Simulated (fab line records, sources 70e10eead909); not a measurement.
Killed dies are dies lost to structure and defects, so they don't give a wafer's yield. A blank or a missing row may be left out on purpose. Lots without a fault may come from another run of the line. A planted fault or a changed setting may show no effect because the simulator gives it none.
Which tool did it? | flow nand_harc | 24 lots, 72 wafers sampled, at 2 steps of a route of 1159

WHAT THE GAUGES READ, wafer by wafer
NHARC_A_CHANNEL_FILL_D1_INSPECT_13.
lot  | measured     | on                | raw_defect_count
L075 | day 10 17:25 | defect_inspect-01 | 294 367 437
L074 | day 10 17:25 | defect_inspect-02 | 265 222 331
L077 | day 10 21:03 | defect_inspect-02 | 430 312 437
L076 | day 11 08:46 | defect_inspect-02 | 300 357 387
L078 | day 11 20:26 | defect_inspect-02 | 333 308 201
L080 | day 11 16:34 | defect_inspect-02 | 372 200 142
L079 | day 11 20:16 | defect_inspect-02 | 202 295 152
L081 | day 12 12:29 | defect_inspect-02 | 241 407 331
L082 | day 12 20:17 | defect_inspect-02 | 366 488 485
L083 | day 12 20:17 | defect_inspect-01 | 141 274 149
L084 | day 13 04:11 | defect_inspect-02 | 345 431 313
L085 | day 13 06:44 | defect_inspect-02 | 190 249 223
L087 | day 13 11:55 | defect_inspect-02 | 309 232 233
L086 | day 13 11:55 | defect_inspect-01 | 282 292 373
L088 | day 14 00:24 | defect_inspect-01 | 355 476 321
L090 | day 14 08:14 | defect_inspect-02 | 464 315 326
L089 | day 14 08:11 | defect_inspect-01 | 386 501 358
L091 | day 14 20:31 | defect_inspect-02 | 318 340 252
L092 | day 15 03:46 | defect_inspect-02 | 327 168 182
L094 | day 15 11:43 | defect_inspect-02 | 380 177 190
L093 | day 15 11:49 | defect_inspect-01 | 427 515 563
L095 | day 15 17:05 | defect_inspect-02 | 279 263 454
L096 | day 15 23:53 | defect_inspect-02 | 630 356 235
L097 | day 16 15:50 | defect_inspect-01 | 405 334 149

WHICH TOOL RAN EACH LOT (tool, then ch and the chambers of the sampled wafers, then the start)
lot  | NHARC_A_CHANNEL_HOLE_D1_STRIP_27
L075 | rie_diel-09 ch 1,2,3, day 10 17:25 or earlier
L074 | rie_diel-13 ch 0,2,3, day 10 17:25 or earlier
L077 | rie_diel-11 ch 0,1,3, day 10 21:03 or earlier
L076 | rie_diel-11 ch 1,2,3, day 11 08:46 or earlier
L078 | rie_diel-11 ch 0,2, day 11 20:26 or earlier
L080 | rie_diel-13 ch 1,3, day 11 16:34 or earlier
L079 | rie_diel-11 ch 0,1,3, day 11 20:16 or earlier
L081 | rie_diel-09 ch 1,2,3, day 12 12:29 or earlier
L082 | rie_diel-11 ch 1,3, day 12 20:17 or earlier
L083 | rie_diel-13 ch 2,3, day 12 20:17 or earlier
L084 | rie_diel-09 ch 0,1,2, day 13 04:11 or earlier
L085 | rie_diel-13 ch 0,1,2, day 13 06:44 or earlier
L087 | rie_diel-11 ch 0,1,3, day 13 11:55 or earlier
L086 | rie_diel-13 ch 0,1, day 13 11:55 or earlier
L088 | rie_diel-11 ch 0,3, day 14 00:24 or earlier
L090 | rie_diel-13 ch 1,2,3, day 14 08:14 or earlier
L089 | rie_diel-09 ch 1,3, day 14 08:11 or earlier
L091 | rie_diel-11 ch 0,3, day 14 20:31 or earlier
L092 | rie_diel-09 ch 0,2, day 15 03:46 or earlier
L094 | rie_diel-09 ch 1,2,3, day 15 11:43 or earlier
L093 | rie_diel-11 ch 0,1,2, day 15 11:49 or earlier
L095 | rie_diel-11 ch 0,1, day 15 17:05 or earlier
L096 | rie_diel-11 ch 0,2,3, day 15 23:53 or earlier
L097 | rie_diel-09 ch 0,1, day 16 15:50 or earlier
- NHARC_A_CHANNEL_HOLE_D1_STRIP_27: strips in O2.

WHAT THE TOOLS THEMSELVES READ (means of the sampled wafers that have a number; where no wafer has one, the mark that the record gives instead)
NHARC_A_CHANNEL_HOLE_D1_STRIP_27.
lot  | tool        | drypump_motor_current_A (A) | oes_product_au (a.u.) | rf_vpp_V (V) | showerhead_plenum_p_Torr (Torr) | throttle_valve_pct (%)
L075 | rie_diel-09 | 5.7                         | 0.993                 | 57.8         | 3.61                            | 17.041
L074 | rie_diel-13 | 5.7                         | 0.987                 | 58.3         | 3.59                            | 17.051
L077 | rie_diel-11 | 5.2                         | 1.015                 | 57.8         | 3.51                            | 17.038
L076 | rie_diel-11 | 5.4                         | 0.994                 | 57.1         | 3.38                            | 17.039
L078 | rie_diel-11 | 5.3                         | 1.005                 | 57.3         | 3.49                            | 17.029
L080 | rie_diel-13 | 5.4                         | 0.992                 | 57.5         | 3.46                            | 17.030
L079 | rie_diel-11 | 5.2                         | 0.991                 | 56.9         | 3.50                            | 17.040
L081 | rie_diel-09 | 5.7                         | 1.000                 | 58.6         | 3.61                            | 17.038
L082 | rie_diel-11 | 5.2                         | 0.991                 | 56.9         | 3.38                            | 17.031
L083 | rie_diel-13 | 5.8                         | 0.989                 | 58.1         | 3.49                            | 17.024
L084 | rie_diel-09 | 6.0                         | 0.993                 | 58.6         | 3.60                            | 17.040
L085 | rie_diel-13 | 5.6                         | 0.984                 | 57.6         | 3.65                            | 17.033
L087 | rie_diel-11 | 5.2                         | 0.985                 | 58.3         | 3.50                            | 17.030
L086 | rie_diel-13 | 5.3                         | 0.991                 | 58.6         | 3.61                            | 17.037
L088 | rie_diel-11 | 5.5                         | 0.997                 | 58.4         | 3.52                            | 17.027
L090 | rie_diel-13 | 5.7                         | 0.997                 | 57.2         | 3.54                            | 17.047
L089 | rie_diel-09 | 5.9                         | 0.999                 | 57.0         | 3.51                            | 17.033
L091 | rie_diel-11 | 5.5                         | 1.002                 | 57.6         | 3.52                            | 17.036
L092 | rie_diel-09 | 5.9                         | 1.003                 | 57.9         | 3.48                            | 17.035
L094 | rie_diel-09 | 5.7                         | 0.997                 | 58.1         | 3.60                            | 17.034
L093 | rie_diel-11 | 5.1                         | 1.007                 | 57.1         | 3.48                            | 17.037
L095 | rie_diel-11 | 4.9                         | 0.995                 | 57.8         | 3.48                            | 17.042
L096 | rie_diel-11 | 5.4                         | 1.007                 | 57.8         | 3.50                            | 17.035
L097 | rie_diel-09 | 6.4                         | 0.996                 | 57.5         | 3.60                            | 17.042

THE ANSWER, worked out from the rows above alone
Rule: what is usual is taken from the lots themselves. Put in order of their means at a reading, lots are off if they are a third of the lots or fewer, leave a main group of 4 or more, and stand apart from it by a gap of 3 or more times the standard deviation of the main group's means; of several such gaps the widest counts. A main group whose means are all the same, to the digits that the tables above print for the reading, isn't used. A lot without any number at a reading at which 4 lots or more have one is off too. The other lots that the step has rows for count as sound. The gauges are gone through in route order, then the tools' own readings, and for those a lot's mean is taken as printed above. The first step at which some lot is off is used, and at that step the reading that is off furthest; a lot without a number counts as furthest.
No lot is off at any reading shown: from this, nothing can be told.

WHAT THE SIMULATOR HAD PUT IN
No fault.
